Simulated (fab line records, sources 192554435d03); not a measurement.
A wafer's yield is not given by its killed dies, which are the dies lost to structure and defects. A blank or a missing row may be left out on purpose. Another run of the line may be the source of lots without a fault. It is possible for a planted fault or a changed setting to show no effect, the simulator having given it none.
Matching of chambers ; flow n5-finfet ; pecvd-02 running N5_BEOL_M8_DEP_56: 3 sister chambers
The step deposits SiCN from 3MS/NH3, target thk 10 nm, time 17.5 s. 3 wafers are shown with their chamber, then 9 later ones without.

## WAFERS WITH THEIR CHAMBER
wafer;chamber;throttle-valve-pct (%)
L083.2;0;9.3
L093.2;1;9.0
L093.5;2;8.8

## WAFERS WITH NO CHAMBER GIVEN
wafer;throttle-valve-pct (%)
L091.1;9.0
L091.3;9.4
L091.6;9.3
L092.2;8.8
L092.4;9.3
L092.6;9.2
L096.1;8.8
L096.2;9.2
L096.3;8.7

## EACH ONE'S CHAMBER
wafer;from the rows above;in truth
L091.1;1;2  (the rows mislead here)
L091.3;0;0
L091.6;0;0
L092.2;2;2
L092.4;0;0
L092.6;can't be placed: 0 or 1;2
L096.1;2;2
L096.2;can't be placed: 0 or 1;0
L096.3;2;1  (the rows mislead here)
Correctly placed: 5 of 9. From these rows, 2 cannot be placed; in 1 the true chamber is one of the candidates. Placed wrongly: 2.
How it was worked out, from the rows above alone: a wafer's distance from a chamber is the root of the sum, over the readings, of the square of ((its reading less the chamber's mean) divided by the reading's scatter). If the next closest chamber is less than 2 further off than the closest, the wafer can't be placed; otherwise it belongs to the closest. The mean given for a chamber averages the wafers shown for that chamber. The scatter (one wafer shown for each chamber): square how far every hidden wafer sits from the nearest shown wafer, average those squares and take the square root.
